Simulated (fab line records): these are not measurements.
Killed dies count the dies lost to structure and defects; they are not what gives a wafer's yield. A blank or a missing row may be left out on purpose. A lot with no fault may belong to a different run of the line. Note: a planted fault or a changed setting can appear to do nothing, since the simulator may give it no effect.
The same fault as seen by 2 desks || flow n5 finfet || numbers are kept per desk, each desk with only its own; the story behind them comes last

== FROM THE METROLOGY DESK ==
Means of the sampled wafers that have a number, per lot and without regard to the tool the lot ran on: this is what the gauges read. If a lot's mean is further than 4 standard deviations from the usual mean, the lot is out of limits and carries the mark OUT (the distance appears in the brackets). Only the readings that lie furthest out on some lot appear, 7 of the 11 it has.
Columns: A = DIBL_N at N5_BEOL_M4_RC_MEAS_101, usual 36.2 mV/V; B = DIBL_P at N5_BEOL_M4_RC_MEAS_101, usual 36.2 mV/V; C = IOFF_P at N5_BEOL_M4_RC_MEAS_101, usual 0.21 nA/um; D = ION_P at N5_BEOL_M4_RC_MEAS_101, usual 463 uA/um; E = SS_P at N5_BEOL_M4_RC_MEAS_101, usual 73.1 mV/dec; F = VT_P at N5_BEOL_M4_RC_MEAS_101, usual -250 mV; G = cd nm at N5_BEOL_M11_CD_MEAS_28, usual 69.9 nm
{"lot": "L881", "first seen here": "day 7 21:28", "A": 39.3, "B": 39.5, "C": 0.27, "D": 476, "E": 73.6, "F": -246, "G": 69.7}
{"lot": "L884", "first seen here": "day 8 10:56", "A": 36.4, "B": 37.4, "C": 0.23, "D": 464, "E": 73.1, "F": -247, "G": 70.6}
{"lot": "L885", "first seen here": "day 8 17:58", "A": 37.6, "B": 36.7, "C": 0.18, "D": 449, "E": 73.7, "F": -257, "G": 70.3}
{"lot": "L886", "first seen here": "day 8 20:34", "A": 34.3, "B": 34.8, "C": 0.18, "D": 454, "E": 72.7, "F": -253, "G": 69.1}
{"lot": "L893", "first seen here": "day 11 09:36", "A": 35.3, "B": 32.9, "C": 0.21, "D": 463, "E": 73.1, "F": -248, "G": 69.3}
{"lot": "L895", "first seen here": "day 11 14:35", "A": 37.7, "B": 36.8, "C": 0.27, "D": 471, "E": 74.0, "F": -246, "G": 70.1}
{"lot": "L896", "first seen here": "day 11 17:31", "A": 35.4, "B": 37.3, "C": 0.20, "D": 465, "E": 73.3, "F": -252, "G": 68.7}
{"lot": "L900", "first seen here": "day 13 04:14", "A": 35.5, "B": 34.9, "C": 0.20, "D": 465, "E": 73.1, "F": -249, "G": 70.1}
{"lot": "L903", "first seen here": "day 13 21:27", "A": 34.4, "B": 34.0, "C": 0.20, "D": 461, "E": 72.8, "F": -250, "G": 70.8}
{"lot": "L904", "first seen here": "day 14 07:34", "A": 35.0, "B": 35.4, "C": 0.23, "D": 470, "E": 72.5, "F": -248, "G": 70.4}
This desk's verdict: no lot among the 10 shows anything out of limits.

== DESK OF THE TOOL OWNER: rie diel-06 ==
The tool's own readings at N5_BEOL_M11_VIA_ETCH_34 (etches SiCOH lowk in C4F6/O2, target depth 184.5 nm, time 69.2 s): means of the sampled wafers that have a number, for each lot that ran on this tool. If a lot's mean is further than 4 standard deviations from the usual mean, the lot is out of limits and carries the mark OUT (the distance appears in the brackets). Only the readings that lie furthest out on some lot appear, 7 of the 9 it has.
Columns: A = C4F6_flow_sccm at N5_BEOL_M11_VIA_ETCH_34, usual 10.003 sccm; B = O2_flow_sccm at N5_BEOL_M11_VIA_ETCH_34, usual 10.00 sccm; C = bias w at N5_BEOL_M11_VIA_ETCH_34, usual 184.9 W; D = drypump motor current A at N5_BEOL_M11_VIA_ETCH_34, usual 5.7 A; E = rf vpp V at N5_BEOL_M11_VIA_ETCH_34, usual 663 V; F = showerhead plenum p Torr at N5_BEOL_M11_VIA_ETCH_34, usual 2.86 Torr; G = throttle valve pct at N5_BEOL_M11_VIA_ETCH_34, usual 20.87 %
{"lot": "L886", "first seen here": "day 10 21:37", "A": 10.013, "B": 9.97, "C": 184.8, "D": 5.2, "E": 668, "F": 2.92, "G": 21.06}
{"lot": "L893", "first seen here": "day 14 05:53", "A": 10.018, "B": 9.99, "C": 185.2, "D": 5.3, "E": 672, "F": 2.85, "G": 20.99}
{"lot": "L896", "first seen here": "day 14 16:25", "A": 10.001, "B": 10.03, "C": 185.3, "D": 5.2, "E": 656, "F": 2.79, "G": 20.93}
This desk's verdict: no lot among the 3 shows anything out of limits.

== TAKEN TOGETHER ==
At the metrology desk, nothing out of limits was observed.
The desk of the tool owner found nothing out of limits.

== WHAT WAS PUT IN BY THE SIMULATOR ==
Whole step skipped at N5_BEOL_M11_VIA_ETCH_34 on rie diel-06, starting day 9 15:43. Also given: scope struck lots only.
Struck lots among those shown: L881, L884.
